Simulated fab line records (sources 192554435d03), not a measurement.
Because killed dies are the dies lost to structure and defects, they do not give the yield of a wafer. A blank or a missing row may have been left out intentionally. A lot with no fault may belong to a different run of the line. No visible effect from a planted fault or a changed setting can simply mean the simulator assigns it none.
Matching of chambers | flow n5-finfet | 4 sister chambers for N5_DUMMY_GATE_DESCUM_20 on rie-diel-06
The step chemistry O2, time 6.2 s. 14 wafers are shown with their chamber, then 7 later ones without.

## EACH WAFER AND ITS CHAMBER
wafer  | chamber | oes-product-au (a.u.) | throttle-valve-pct (%) | drypump-motor-current-A (A)
L076.3 | 0       | 0.90                  | 20.64                  | 6.0
L076.5 | 1       | 0.70                  | 20.45                  | 5.5
L076.6 | 2       | 0.78                  | 20.67                  | 5.4
L080.3 | 2       | 0.77                  | 20.66                  | 5.4
L080.4 | 0       | 0.87                  | 20.65                  | 6.0
L080.6 | 1       | 0.70                  | 20.48                  | 5.5
L083.2 | 2       | 0.77                  | 20.68                  | 5.4
L083.5 | 1       | 0.70                  | 20.49                  | 5.5
L083.6 | 0       | 0.87                  | 20.67                  | 6.0
L084.2 | 2       | 0.76                  | 20.69                  | 5.3
L084.3 | 3       | 0.95                  | 20.21                  | 5.4
L084.4 | 0       | 0.86                  | 20.68                  | 6.1
L086.1 | 0       | 0.86                  | 20.67                  | 6.0
L086.2 | 3       | 0.95                  | 20.22                  | 5.4

SIGNATURES (averages over the wafers above)
reading                 | chamber 0 | chamber 1 | chamber 2 | chamber 3 | scatter within a chamber
oes-product-au          | 0.8720    | 0.7000    | 0.7700    | 0.9500    | 0.0113
throttle-valve-pct      | 20.6620   | 20.4733   | 20.6750   | 20.2150   | 0.0158
drypump-motor-current-A | 6.020     | 5.500     | 5.375     | 5.400     | 0.0394
Rule: a wafer lies at a distance from a chamber equal to the root of the sum of squares, over the readings, of (its reading less the chamber's mean, divided by the reading's scatter). The wafer belongs to the nearest chamber; if the next one is less than 2 further off, it can't be placed. The scatter is the square root of a quotient: the sum, over the shown wafers, of each reading's squared deviation from its chamber's mean, divided by wafers minus chambers.

## WAFERS WITHOUT THEIR CHAMBER
wafer  | oes-product-au (a.u.) | throttle-valve-pct (%) | drypump-motor-current-A (A)
L086.6 | 0.87                  | 20.69                  | 6.1
L087.1 | 0.94                  | 20.23                  | 5.4
L087.2 | 0.86                  | 20.69                  | 6.1
L087.4 | 0.77                  | 20.69                  | 5.3
L091.2 | 0.75                  | 20.70                  | 5.4
L091.4 | 0.85                  | 20.68                  | 6.1
L091.6 | 0.84                  | 20.69                  | 6.1

## EACH ONE'S CHAMBER
wafer  | from the rows above | in truth
L086.6 | 0                   | 0
L087.1 | 3                   | 3
L087.2 | 0                   | 0
L087.4 | 2                   | 2
L091.2 | 2                   | 2
L091.4 | 0                   | 0
L091.6 | 0                   | 0
Placed correctly: 7 of 7. Can't be placed from these rows: 0. 0 placed wrongly.
